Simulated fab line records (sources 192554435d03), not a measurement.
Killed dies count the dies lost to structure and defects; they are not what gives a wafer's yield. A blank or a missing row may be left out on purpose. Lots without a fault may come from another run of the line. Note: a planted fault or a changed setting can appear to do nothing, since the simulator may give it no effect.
Problem report in the 8D (eight disciplines) form, filled by code -- flow n5 finfet -- the parts of the form that need people (team, actions taken, sign-off) are left out

== 1. PROBLEM STATEMENT ==
N5_MOL_CONTACT_COAG_ALD_123, susceptor temp C: mean 418.22 C over 1 wafer from 1 lot; wafers with no fault: 400.00 C, standard deviation 0.23. Relative to the usual mean, that is a shift of +79 standard deviations.
The step: deposits SiNx, target thk 5 nm, pulse time 1 s, purge time 2 s.
Seen first at day 6 02:20 on ald sin-03, wafer L842.3. The record has a number at this step for 15 wafers belonging to 5 lots. Rule for "out", or "out of limits": more than 4 standard deviations from the usual mean. Any other wafer with a number is counted as sound.

== 2. WHAT IT IS; WHAT IT IS NOT ==
question,is,is not
which readings at this step,susceptor temp C,"chamber pressure Torr, heater power w, precursor pulse height rel"
which lots,L842,"L839, L855, L858, L861"
which wafers of those lots,L842.3,"L842.1, L842.4"
read on which tools,ald sin-03,"ald sin-02, ald sin-04"
when,from day 6 02:20,"up to then (5 sound wafers); but 9 sound wafers of L855, L858, L861 came after"

== 3. SUSPECTS, AND WHAT RULES EACH OUT ==
Counting: any tool at a process step up to the reading remains a suspect provided it ran every lot that is out. Sound lots after the first of them don't rule it out here, since some wafers of a struck lot are sound.
- pvd sputter-02 at N5_MOL_CONTACT_COAG_PRE_CLEAN_142 (time 60 s): kept. It ran the lot that is out, L842 (day 5 23:22).
- pvd sputter-02 at N5_MOL_CONTACT_COAG_SPUTTER_130 (material Co, target thk 47.5 nm): kept. It ran the lot that is out, L842 (day 5 23:25).
- cmp-02 at N5_MOL_CONTACT_COAG_CMP_23 (polishes, stops on SiO2, t overpolish 1.5 s, target thk 0 nm): kept. It ran the lot that is out, L842 (day 5 23:36).
- ald sin-04 at N5_MOL_CONTACT_COAG_ALD_27 (deposits SiOC, target thk 17 nm, pulse time 1.5 s, time 2720 s): kept. It ran the lot that is out, L842 (day 6 00:25).
- cmp-02 at N5_MOL_CONTACT_COAG_CMP_28 (polishes, stops on SiNx, t overpolish 0.85 s, target thk 14.522 nm): kept. The lot that is out, L842, ran on it at day 6 02:01; the last sound lot it ran before that was L839, at day 5 10:41.
- ald sin-03 at N5_MOL_CONTACT_COAG_ALD_123 (deposits SiNx, target thk 5 nm, pulse time 1 s, purge time 2 s): kept. It ran the lot that is out, L842 (day 6 02:20). Its own readings are out on those wafers: susceptor temp C.
- Within cmp-02 at N5_MOL_CONTACT_COAG_CMP_23: the wafers that are out ran in chamber 1; their sound lot-mates ran in chambers 0, 3.
- Within ald sin-04 at N5_MOL_CONTACT_COAG_ALD_27: the wafers that are out ran in chamber 1; their sound lot-mates ran in chambers 0, 3.
- Within cmp-02 at N5_MOL_CONTACT_COAG_CMP_28: the wafers that are out ran in chamber 3; their sound lot-mates ran in chambers 0, 1.
- Within ald sin-03 at N5_MOL_CONTACT_COAG_ALD_123: the wafers that are out ran in chamber 2; their sound lot-mates ran in chambers 0, 3.
Left after counting: pvd sputter-02 at N5_MOL_CONTACT_COAG_PRE_CLEAN_142, pvd sputter-02 at N5_MOL_CONTACT_COAG_SPUTTER_130, cmp-02 at N5_MOL_CONTACT_COAG_CMP_23, ald sin-04 at N5_MOL_CONTACT_COAG_ALD_27, cmp-02 at N5_MOL_CONTACT_COAG_CMP_28, ald sin-03 at N5_MOL_CONTACT_COAG_ALD_123.

== 4. THE CAUSE (what the simulator had put in) ==
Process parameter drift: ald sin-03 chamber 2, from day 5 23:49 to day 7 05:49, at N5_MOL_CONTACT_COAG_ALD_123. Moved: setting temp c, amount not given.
This tool is one of the 6 suspects left after counting.

== 5. THE CHAIN OF EFFECTS, in route order ==
Each row: a reading where the mean over the struck wafers with a number is more than 3 standard deviations away from the usual. Only readings whose record carries a usual standard deviation are examined. hours: median over the lots of the time between each lot's start at the first step of this table that gives one and its start at this step. sigmas: the change, counted in usual standard deviations.
hours,step,reading,usual,on struck wafers,change,sigmas
0,N5_MOL_CONTACT_COAG_ALD_123,susceptor temp C,400.00 C,418.22,+18.22,+79
Process steps it contains:
- N5_MOL_CONTACT_COAG_ALD_123: deposits SiNx, target thk 5 nm, pulse time 1 s, purge time 2 s.
Later steps that measure or inspect, where all struck wafers having a row at the step show a number for every such reading and not one has moved that far: N5_BEOL_M4_RC_MEAS_101.

== 6. WHAT WOULD HAVE CAUGHT IT SOONER ==
First out-of-limits reading in this record: day 6 02:20, which is 3 hours after fault onset at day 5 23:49.
